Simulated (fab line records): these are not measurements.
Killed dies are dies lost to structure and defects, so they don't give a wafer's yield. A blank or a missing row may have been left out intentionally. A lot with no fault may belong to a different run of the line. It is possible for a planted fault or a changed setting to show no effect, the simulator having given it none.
Matching of chambers + flow n5Finfet + 4 sister chambers for N5_BEOL_M3_DESCUM_33 on rieDiel-06
The step chemistry O2, time 7 s. 18 wafers are shown with their chamber, then 9 later ones without.

WAFERS WITH THEIR CHAMBER
| wafer  | chamber | showerheadPlenumPTorr (Torr) | drypumpMotorCurrentA (A) | throttleValvePct (%) |
|--------|---------|------------------------------|--------------------------|----------------------|
| L081.1 | 0       | 2.16                         | 6.4                      | 20.82                |
| L081.3 | 2       | 2.00                         | 6.4                      | 20.49                |
| L081.4 | 3       | 2.13                         | 5.2                      | 20.77                |
| L082.3 | 0       | 2.16                         | 6.4                      | 20.83                |
| L082.5 | 0       | 2.16                         | 6.4                      | 20.82                |
| L082.6 | 3       | 2.13                         | 5.2                      | 20.78                |
| L083.1 | 2       | 2.00                         | 6.4                      | 20.48                |
| L083.5 | 0       | 2.16                         | 6.4                      | 20.82                |
| L083.6 | 2       | 2.00                         | 6.4                      | 20.49                |
| L086.2 | 3       | 2.13                         | 5.2                      | 20.78                |
| L086.3 | 1       | 2.15                         | 5.2                      | 20.25                |
| L086.6 | 2       | 2.00                         | 6.4                      | 20.52                |
| L087.3 | 0       | 2.15                         | 6.5                      | 20.82                |
| L087.4 | 2       | 2.00                         | 6.4                      | 20.51                |
| L087.6 | 2       | 2.00                         | 6.4                      | 20.52                |
| L092.2 | 0       | 2.16                         | 6.4                      | 20.83                |
| L092.3 | 1       | 2.15                         | 5.2                      | 20.25                |
| L092.4 | 2       | 2.00                         | 6.4                      | 20.51                |

SIGNATURES (means of the wafers above)
| reading               | chamber 0 | chamber 1 | chamber 2 | chamber 3 | scatter within a chamber |
|-----------------------|-----------|-----------|-----------|-----------|--------------------------|
| showerheadPlenumPTorr | 2.1583    | 2.1500    | 2.0000    | 2.1300    | 0.00244                  |
| drypumpMotorCurrentA  | 6.417     | 5.200     | 6.400     | 5.200     | 0.0244                   |
| throttleValvePct      | 20.8233   | 20.2500   | 20.5029   | 20.7767   | 0.0112                   |
Rule: for a wafer and a chamber, the distance is found by dividing, reading by reading, the gap between the wafer's reading and the chamber's mean by the reading's scatter, squaring, summing and taking the root. The wafer belongs to the nearest chamber; if the next one is less than 2 further off, it can't be placed. The scatter is the square root of a quotient: the sum, over the shown wafers, of each reading's squared deviation from its chamber's mean, divided by wafers minus chambers.

WAFERS WITHOUT THEIR CHAMBER
| wafer  | showerheadPlenumPTorr (Torr) | drypumpMotorCurrentA (A) | throttleValvePct (%) |
|--------|------------------------------|--------------------------|----------------------|
| L090.2 | 2.00                         | 6.4                      | 20.51                |
| L090.4 | 2.12                         | 5.2                      | 20.79                |
| L090.5 | 2.15                         | 6.4                      | 20.84                |
| L097.1 | 1.99                         | 6.4                      | 20.54                |
| L097.2 | 2.12                         | 5.2                      | 20.81                |
| L097.6 | 2.15                         | 6.4                      | 20.51                |
| L094.1 | 2.15                         | 6.5                      | 20.53                |
| L094.2 | 2.14                         | 5.2                      | 20.28                |
| L094.6 | 2.14                         | 5.2                      | 20.27                |

WHICH CHAMBER EACH WENT THROUGH
| wafer  | from the rows above | in truth |
|--------|---------------------|----------|
| L090.2 | 2                   | 2        |
| L090.4 | 3                   | 3        |
| L090.5 | 0                   | 0        |
| L097.1 | 2                   | 2        |
| L097.2 | 3                   | 3        |
| L097.6 | 0                   | 0        |
| L094.1 | 0                   | 0        |
| L094.2 | 1                   | 1        |
| L094.6 | 1                   | 1        |
Correctly placed: 9 of 9. Left unplaced by these rows: 0. Placed wrongly: 0.
